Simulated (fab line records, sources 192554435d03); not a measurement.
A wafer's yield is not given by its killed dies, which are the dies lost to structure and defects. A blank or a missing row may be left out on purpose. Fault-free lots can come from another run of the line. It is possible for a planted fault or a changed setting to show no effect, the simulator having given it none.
Which of the tools did it? | flow n5-finfet | route of 1938 steps, sampled at 1 step: 12 lots, 36 wafers

WHAT THE GAUGES READ, wafer by wafer
N5_SD_EPI_N_OVL_MEAS_10.
lot  | measured    | on         | SD_N_BLK_OVL (nm)
L075 | day 3 06:26 | overlay-01 | -0.4 -1.7 -0.3
L077 | day 3 17:43 | overlay-02 | -1.2 -0.4 0.0
L079 | day 4 06:20 | overlay-01 | -0.2 1.1 0.2
L081 | day 4 23:33 | overlay-02 | 1.7 1.3 1.9
L083 | day 5 11:40 | overlay-02 | -0.2 -0.5 -0.6
L085 | day 6 00:41 | overlay-02 | -0.8 -0.1 -1.0
L087 | day 6 09:41 | overlay-02 | 0.3 0.8 -0.4
L089 | day 6 19:03 | overlay-02 | 0.6 -1.0 0.8
L091 | day 7 05:37 | overlay-01 | 0.3 0.5 0.6
L093 | day 7 17:42 | overlay-01 | 0.7 1.2 0.3
L095 | day 8 11:37 | overlay-02 | 0.8 0.8 1.7
L097 | day 8 20:55 | overlay-02 | 1.9 1.2 2.0

WHICH TOOL RAN EACH LOT (tool, then ch and the chambers of the sampled wafers, then the start)
Before these readings, the record contains no process step.

THE ANSWER, worked out from the rows above alone
Rule: what is usual is taken from the lots themselves. Put in order of their means at a reading, lots are off if they are a third of the lots or fewer, leave a main group of 4 or more, and stand apart from it by a gap of 3 or more times the standard deviation of the main group's means; of several such gaps the widest counts. If all means in a main group match to the digits the tables above print for the reading, that group is not used. Also off: a lot with no number at a reading for which 4 or more lots have one. All remaining lots with rows at the step are treated as sound.
Nothing can be told from this: no lot is off at any reading shown.

WHAT THE SIMULATOR PUT IN
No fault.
